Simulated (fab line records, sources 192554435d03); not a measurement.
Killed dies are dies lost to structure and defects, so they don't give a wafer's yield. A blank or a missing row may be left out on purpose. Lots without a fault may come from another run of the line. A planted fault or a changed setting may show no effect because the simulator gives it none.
Which tool did it? | flow n5_finfet | 24 lots, 72 wafers sampled, at 3 steps of a route of 1938

WHAT THE GAUGES READ, wafer by wafer
N5_BEOL_M7_CD_MEAS_18: pitch 80 nm, target cd 40 nm. Usual: cd_nm 40.0 nm, standard deviation 0.48.
lot  | measured     | on        | cd_nm (nm)     | flag
L075 | day 8 23:59  | cd_sem-02 | 40.1 40.3 40.0 |
L074 | day 9 00:28  | cd_sem-03 | 39.8 39.6 40.2 |
L076 | day 9 08:34  | cd_sem-02 | 40.0 39.8 40.0 |
L077 | day 9 15:02  | cd_sem-01 | 40.1 40.0 40.3 |
L078 | day 9 20:21  | cd_sem-01 | 39.1 39.6 39.6 |
L079 | day 10 08:35 | cd_sem-01 | 40.6 40.1 40.5 |
L080 | day 10 09:42 | cd_sem-01 | 39.9 39.7 39.6 |
L081 | day 11 02:59 | cd_sem-02 | 39.9 39.5 39.0 |
L082 | day 11 03:07 | cd_sem-02 | 40.5 39.8 39.7 |
L083 | day 11 14:44 | cd_sem-01 | 39.9 39.8 40.2 |
L086 | day 11 18:49 | cd_sem-01 | 40.1 39.8 40.2 |
L085 | day 11 19:19 | cd_sem-01 | 39.8 38.8 39.4 |
L084 | day 11 19:22 | cd_sem-02 | 39.9 40.0 39.6 |
L087 | day 12 03:50 | cd_sem-02 | 40.9 40.4 40.9 |
L089 | day 12 16:15 | cd_sem-01 | 39.9 40.7 39.9 |
L088 | day 12 16:18 | cd_sem-03 | 39.2 39.6 40.0 |
L091 | day 12 23:35 | cd_sem-03 | 40.5 40.0 39.6 |
L092 | day 13 05:01 | cd_sem-02 | 39.7 40.4 40.3 |
L090 | day 13 06:06 | cd_sem-03 | 39.8 40.0 40.1 |
L094 | day 14 07:44 | cd_sem-03 | 39.0 39.0 40.2 |
L093 | day 14 08:20 | cd_sem-01 | 39.2 39.6 40.1 |
L095 | day 14 10:28 | cd_sem-01 | 39.3 39.8 39.7 |
L096 | day 14 10:38 | cd_sem-02 | 39.7 39.7 39.1 |
L097 | day 14 10:59 | cd_sem-03 | 40.4 41.1 40.6 |

N5_BEOL_M7_CD_MEAS_28: target cd 40 nm. Usual: cd_nm 40.01 nm, standard deviation 0.22.
lot  | measured     | on        | cd_nm (nm)        | flag
L075 | day 9 01:45  | cd_sem-03 | 40.17 39.73 40.24 |
L074 | day 9 01:52  | cd_sem-01 | 40.59 39.93 40.03 |
L076 | day 9 09:55  | cd_sem-03 | 39.58 40.15 40.11 |
L077 | day 9 15:22  | cd_sem-02 | 39.86 40.37 40.06 |
L078 | day 10 03:10 | cd_sem-02 | 40.47 40.43 40.75 |
L079 | day 10 09:05 | cd_sem-01 | 39.67 39.97 39.83 |
L080 | day 10 10:08 | cd_sem-01 | 40.11 40.02 40.03 |
L081 | day 11 06:35 | cd_sem-01 | 40.36 39.95 40.04 |
L082 | day 11 06:38 | cd_sem-02 | 40.20 39.86 40.19 |
L083 | day 11 15:04 | cd_sem-03 | 40.12 39.95 40.07 |
L086 | day 11 19:25 | cd_sem-01 | 40.52 39.96 40.00 |
L085 | day 11 19:38 | cd_sem-01 | 40.24 39.75 40.03 |
L084 | day 11 19:40 | cd_sem-02 | 39.72 39.88 39.88 |
L087 | day 12 04:11 | cd_sem-02 | 39.92 39.94 39.88 |
L089 | day 12 16:34 | cd_sem-02 | 40.12 40.16 39.99 |
L088 | day 12 18:49 | cd_sem-02 | 39.84 40.33 40.08 |
L091 | day 12 23:53 | cd_sem-01 | 40.05 40.20 39.73 |
L092 | day 13 05:26 | cd_sem-03 | 40.19 40.43 39.72 |
L090 | day 13 06:25 | cd_sem-02 | 40.04 39.97 39.63 |
L094 | day 14 09:08 | cd_sem-01 | 39.77 40.10 39.77 |
L093 | day 14 09:19 | cd_sem-01 | 40.09 39.81 40.04 |
L095 | day 14 12:36 | cd_sem-03 | 40.10 40.17 39.99 |
L096 | day 14 12:46 | cd_sem-03 | 39.65 39.94 40.48 |
L097 | day 14 12:25 | cd_sem-03 | 39.84 39.76 40.19 |

WHICH TOOL RAN EACH LOT (tool, then ch and the chambers of the sampled wafers, then the start)
lot  | N5_BEOL_M7_STRIP_19
L075 | rie_diel-05 ch 0,1, day 8 23:55
L074 | rie_diel-01 ch 1,2, day 9 00:23
L076 | rie_diel-03 ch 1,3, day 9 08:30
L077 | rie_diel-01 ch 0,1,3, day 9 14:58
L078 | rie_diel-03 ch 1,2,3, day 9 20:17
L079 | rie_diel-05 ch 1,2, day 10 08:31
L080 | rie_diel-03 ch 2,3, day 10 09:38
L081 | rie_diel-05 ch 0,1,2, day 11 02:55
L082 | rie_diel-01 ch 0,3, day 11 03:02
L083 | rie_diel-01 ch 0,1,3, day 11 14:40
L086 | rie_diel-03 ch 0,1, day 11 18:44
L085 | rie_diel-03 ch 0,1,3, day 11 19:15
L084 | rie_diel-03 ch 0,1,3, day 11 19:17
L087 | rie_diel-01 ch 0,3, day 12 03:46
L089 | rie_diel-03 ch 0,1,3, day 12 16:11
L088 | rie_diel-03 ch 0,1, day 12 16:13
L091 | rie_diel-03 ch 2,3, day 12 23:31
L092 | rie_diel-01 ch 1,2,3, day 13 04:56
L090 | rie_diel-03 ch 1,2, day 13 06:02
L094 | rie_diel-01 ch 1,3, day 14 07:40
L093 | rie_diel-03 ch 0,1,3, day 14 08:16
L095 | rie_diel-01 ch 1,2,3, day 14 10:23
L096 | rie_diel-05 ch 0,1,3, day 14 10:34
L097 | rie_diel-01 ch 0,1,3, day 14 10:55
- N5_BEOL_M7_STRIP_19: strips in O2.

WHAT THE TOOLS THEMSELVES READ (means of the sampled wafers that have a number; where no wafer has one, the mark that the record gives instead)
N5_BEOL_M7_STRIP_19. Usual: drypump_motor_current_A 5.8 A, standard deviation 0.41; oes_product_au 0.80 a.u., standard deviation 0.072; rf_vpp_V 3.7 V, standard deviation 0.61; showerhead_plenum_p_Torr 2.10 Torr, standard deviation 0.052; throttle_valve_pct 16.59 %, standard deviation 0.23.
lot  | tool        | drypump_motor_current_A (A) | oes_product_au (a.u.) | rf_vpp_V (V) | showerhead_plenum_p_Torr (Torr) | throttle_valve_pct (%) | flag
L075 | rie_diel-05 | 5.9                         | 0.73                  | 3.5          | 2.09                            | 17.05                  |
L074 | rie_diel-01 | 5.7                         | 0.84                  | 3.7          | 2.10                            | 16.53                  |
L076 | rie_diel-03 | 6.2                         | 0.84                  | 3.4          | 2.16                            | 16.57                  |
L077 | rie_diel-01 | 5.5                         | 0.86                  | 3.5          | 2.12                            | 16.54                  |
L078 | rie_diel-03 | 6.0                         | 0.78                  | 3.4          | 2.14                            | 16.61                  |
L079 | rie_diel-05 | 5.8                         | 0.82                  | 4.0          | 2.12                            | 16.70                  |
L080 | rie_diel-03 | 6.0                         | 0.82                  | 3.7          | 2.12                            | 16.57                  |
L081 | rie_diel-05 | 5.6                         | 0.77                  | 3.8          | 2.11                            | 16.75                  |
L082 | rie_diel-01 | 5.4                         | 0.82                  | 3.9          | 2.11                            | 16.58                  |
L083 | rie_diel-01 | 5.5                         | 0.84                  | 3.2          | 2.12                            | 16.56                  |
L086 | rie_diel-03 | 6.1                         | 0.74                  | 3.7          | 2.12                            | 16.60                  |
L085 | rie_diel-03 | 6.2                         | 0.78                  | 3.8          | 2.11                            | 16.57                  |
L084 | rie_diel-03 | 6.2                         | 0.79                  | 4.4          | 2.11                            | 16.58                  |
L087 | rie_diel-01 | 5.5                         | 0.81                  | 4.3          | 2.11                            | 16.58                  |
L089 | rie_diel-03 | 6.2                         | 0.77                  | 3.1          | 2.11                            | 16.59                  |
L088 | rie_diel-03 | 6.1                         | 0.73                  | 3.4          | 2.12                            | 16.63                  |
L091 | rie_diel-03 | 5.7                         | 0.76                  | 3.4          | 2.10                            | 16.62                  |
L092 | rie_diel-01 | 5.5                         | 0.83                  | 4.0          | 2.09                            | 16.49                  |
L090 | rie_diel-03 | 5.9                         | 0.72                  | 3.5          | 2.15                            | 16.70                  |
L094 | rie_diel-01 | 5.3                         | 0.85                  | 3.8          | 2.12                            | 16.48                  |
L093 | rie_diel-03 | 6.2                         | 0.76                  | 4.1          | 2.10                            | 16.62                  |
L095 | rie_diel-01 | 5.5                         | 0.83                  | 3.8          | 2.09                            | 16.51                  |
L096 | rie_diel-05 | 5.8                         | 0.81                  | 3.4          | 2.09                            | 16.96                  |
L097 | rie_diel-01 | 5.5                         | 0.80                  | 3.6          | 2.11                            | 16.61                  |

THE ANSWER, worked out from the rows above alone
Rule: a lot is off if the mean of its wafers that have a number lies more than 3 standard deviations from the usual mean. A lot without any number at a reading at which 4 lots or more have one is off too. The other lots that the step has rows for count as sound. The gauges are gone through in route order, then the tools' own readings, and for those a lot's mean is taken as printed above. The first step at which some lot is off is used, and at that step the reading that is off furthest; a lot without a number counts as furthest.
No lot is off at any reading shown: from this, nothing can be told.

WHAT THE SIMULATOR HAD PUT IN
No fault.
